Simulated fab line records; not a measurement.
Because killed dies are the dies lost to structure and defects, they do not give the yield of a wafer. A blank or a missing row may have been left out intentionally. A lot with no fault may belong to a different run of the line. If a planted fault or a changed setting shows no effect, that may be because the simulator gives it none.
One fault seen from 3 desks | flow n5_finfet | each desk has only its own numbers; what lay behind them comes last

== DESK OF THE TOOL OWNER: rie_diel-03 ==
The tool's own readings at N5_HKMG_FIN_ETCH_55 (etches SOC in N2/H2, target depth 240 nm, time 300 s): means of the sampled wafers that have a number, for each lot that ran on this tool. A lot is out of limits, marked OUT, if its mean lies more than 4 standard deviations from the usual mean; the brackets give that distance.
Columns: A = bias_w at N5_HKMG_FIN_ETCH_55, usual 150.1 W; B = drypump_motor_current_A at N5_HKMG_FIN_ETCH_55, usual 5.7 A; C = oes_product_au at N5_HKMG_FIN_ETCH_55, usual 0.79 a.u.; D = rf_fwd_power_W at N5_HKMG_FIN_ETCH_55, usual 838.2 W; E = rf_vpp_V at N5_HKMG_FIN_ETCH_55, usual 523 V; F = showerhead_plenum_p_Torr at N5_HKMG_FIN_ETCH_55, usual 2.53 Torr; G = throttle_valve_pct at N5_HKMG_FIN_ETCH_55, usual 17.79 %
lot  | first seen here | A               | B   | C    | D     | E              | F    | G
L586 | day 5 05:58     | 150.5           | 5.3 | 0.85 | 835.9 | 525            | 2.57 | 17.68
L589 | day 6 04:23     | 164.2 (+29) OUT | 5.4 | 0.85 | 836.7 | 554 (+10) OUT  | 2.56 | 17.70
L593 | day 7 02:00     | 163.7 (+28) OUT | 5.9 | 0.86 | 836.1 | 553 (+9.7) OUT | 2.51 | 17.72
This desk's finding: out of limits on L589, L593; first on L589, day 6 04:23 (bias_w at N5_HKMG_FIN_ETCH_55). Within limits: L586.

== THE DEFECT DESK ==
Counts from the inspections along the route, per lot, as means over the sampled wafers that have a number. A lot is out of limits, marked OUT, if its mean lies more than 4 standard deviations from the usual mean; the brackets give that distance.
Columns: A = raw_defect_count at N5_HKMG_FIN_INSPECT_61, usual 2.0
lot  | first seen here | A
L584 | day 4 16:39     | 2.0
L586 | day 5 05:50     | 2.0
L589 | day 6 03:51     | 2.3
L593 | day 7 01:44     | 2.7
L602 | day 9 04:10     | 1.3
L604 | day 9 21:23     | 2.3
This desk found nothing out of limits on any of the 6 lots.

== THE METROLOGY DESK ==
What the gauges read, lot by lot, whatever tool the lot ran on: means of the sampled wafers that have a number. A lot is out of limits, marked OUT, if its mean lies more than 4 standard deviations from the usual mean; the brackets give that distance. 7 of its 12 readings are shown, namely those furthest out on some lot.
Columns: A = cd_nm at N5_HKMG_FIN_CD_MEAS_49, usual 202.6 nm; B = NDIPOLE_OVL at N5_HKMG_FIN_OVL_MEAS_50, usual 0.2 nm; C = DIBL_P at N5_BEOL_M4_RC_MEAS_101, usual 35.4 mV/V; D = IOFF_P at N5_BEOL_M4_RC_MEAS_101, usual 0.20 nA/um; E = ION_N at N5_BEOL_M4_RC_MEAS_101, usual 667 uA/um; F = ION_P at N5_BEOL_M4_RC_MEAS_101, usual 460 uA/um; G = VT_N at N5_BEOL_M4_RC_MEAS_101, usual 252 mV
lot  | first seen here | A     | B    | C    | D    | E   | F   | G
L584 | day 4 16:36     | 202.5 | -0.5 | 35.5 | 0.20 | 679 | 464 | 249
L586 | day 5 05:47     | 201.7 | 1.6  | 35.2 | 0.21 | 689 | 472 | 248
L589 | day 6 03:47     | 202.2 | -0.1 | 33.9 | 0.17 | 653 | 454 | 254
L593 | day 7 01:40     | 202.7 | 0.3  | 34.7 | 0.19 | 647 | 451 | 254
L602 | day 9 04:07     | 203.6 | 0.5  | 36.6 | 0.20 | 667 | 461 | 254
L604 | day 9 21:19     | 203.0 | -0.6 | 37.7 | 0.24 | 682 | 467 | 250
This desk found nothing out of limits on any of the 6 lots.

== PUT TOGETHER ==
At day 6 04:23, on L589, L593, the tool owner's desk was in a position to raise an alarm.
No out-of-limits result turned up at the defect desk.
From the metrology desk's view, nothing was out of limits.
The defect desk has L589, L593 on record, within its limits.
The metrology desk holds a record of L589, L593, inside its limits.
Every lot named ran N5_HKMG_FIN_ETCH_55 on rie_diel-03.

== WHAT THE SIMULATOR HAD INSERTED ==
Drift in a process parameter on rie_diel-03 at N5_HKMG_FIN_ETCH_55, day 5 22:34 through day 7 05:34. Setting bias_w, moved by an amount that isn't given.
Shown lots that were struck: L589, L593.
Each desk's first reading out of limits, in hours after the fault started: the tool owner's desk, 6.
